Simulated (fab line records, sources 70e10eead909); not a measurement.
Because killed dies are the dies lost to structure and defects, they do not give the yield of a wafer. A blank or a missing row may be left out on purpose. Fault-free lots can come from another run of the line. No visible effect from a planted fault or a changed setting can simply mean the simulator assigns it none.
Which tool is to blame? || flow nandHarc || Sampling: 6 lots, 18 wafers, 5 of 1159 route steps

WHAT EACH GAUGE READ, for each wafer
NHARC_END_SORT_01.
{"lot": "L490", "measured": "day 21 16:46", "on": "prober-02", "killedAtOther": "0 1 2"}
{"lot": "L499", "measured": "day 23 18:08", "on": "prober-02", "killedAtOther": "0 0 0"}
{"lot": "L500", "measured": "day 24 18:20", "on": "prober-01", "killedAtOther": "0 1 1"}

TOOL THAT RAN EACH LOT (tool first, then ch and the chambers of the sampled wafers, then the start)
{"lot": "L484", "NHARC_A_M0_DESCUM_14": "rieDiel-12 ch 0,3, day 18 07:27", "NHARC_A_M0_ECD_22": "ecdCu-02 ch 0,1, day 18 08:44", "NHARC_A_M0_CMP_23": "cmp-04 ch 0,3, day 18 09:28", "NHARC_A_M0_DEP_32": "pecvd-03 ch 0,1, day 18 10:11"}
{"lot": "L490", "NHARC_A_M0_DESCUM_14": "rieDiel-12 ch 1,2,3, day 20 00:38", "NHARC_A_M0_ECD_22": "ecdCu-02 ch 0,1, day 20 01:54", "NHARC_A_M0_CMP_23": "cmp-01 ch 0,1,2, day 20 02:37", "NHARC_A_M0_DEP_32": "pecvd-04 ch 0,1, day 20 03:17"}
{"lot": "L488", "NHARC_A_M0_DESCUM_14": "rieDiel-01 ch 0,3, day 20 05:51", "NHARC_A_M0_ECD_22": "ecdCu-01 ch 0,1, day 20 07:11", "NHARC_A_M0_CMP_23": "cmp-03 ch 0,1, day 20 07:54", "NHARC_A_M0_DEP_32": "pecvd-02 ch 1,2, day 20 08:32"}
{"lot": "L499", "NHARC_A_M0_DESCUM_14": "rieDiel-09 ch 0,3, day 21 23:41", "NHARC_A_M0_ECD_22": "ecdCu-01 ch 0,1, day 22 00:58", "NHARC_A_M0_CMP_23": "cmp-04 ch 0,2,3, day 22 01:48", "NHARC_A_M0_DEP_32": "pecvd-02 ch 1,2, day 22 02:29"}
{"lot": "L500", "NHARC_A_M0_DESCUM_14": "rieDiel-01 ch 1,2,3, day 22 15:32", "NHARC_A_M0_ECD_22": "ecdCu-01 ch 0,1, day 22 16:49", "NHARC_A_M0_CMP_23": "cmp-04 ch 1,2,3, day 22 17:32", "NHARC_A_M0_DEP_32": "pecvd-04 ch 0,1, day 22 18:12"}
{"lot": "L503", "NHARC_A_M0_DESCUM_14": "rieDiel-09 ch 0,1,2, day 23 15:02", "NHARC_A_M0_ECD_22": "ecdCu-01 ch 0,1, day 23 16:25", "NHARC_A_M0_CMP_23": "cmp-03 ch 0,1, day 23 17:06", "NHARC_A_M0_DEP_32": "pecvd-02 ch 0,1, day 23 17:46"}
- NHARC_A_M0_DESCUM_14: chemistry O2, time 3 s.
- NHARC_A_M0_ECD_22: material Cu, target thk 400 nm.
- NHARC_A_M0_CMP_23: polishes, t overpolish 20 s, target thk 113.75 nm.
- NHARC_A_M0_DEP_32: deposits SiCN, target thk 30 nm.

THE ANSWER, worked out from the rows above alone
Rule: the lots themselves supply what counts as usual. The widest of any qualifying gaps counts: lots, ordered by their means at a reading, are off when they make up no more than a third of the lots, leave a main group of 4 or more, and stand apart from it by 3 or more times the standard deviation of that group's means. The tables above print the reading to a certain number of digits; a main group whose means all agree to those digits is not used. Also off: a lot with no number at a reading for which 4 or more lots have one. Where the step has rows for the other lots, those lots are counted as sound.
None of the lots is off at any reading shown; this tells nothing.

WHAT THE SIMULATOR HAD INSERTED
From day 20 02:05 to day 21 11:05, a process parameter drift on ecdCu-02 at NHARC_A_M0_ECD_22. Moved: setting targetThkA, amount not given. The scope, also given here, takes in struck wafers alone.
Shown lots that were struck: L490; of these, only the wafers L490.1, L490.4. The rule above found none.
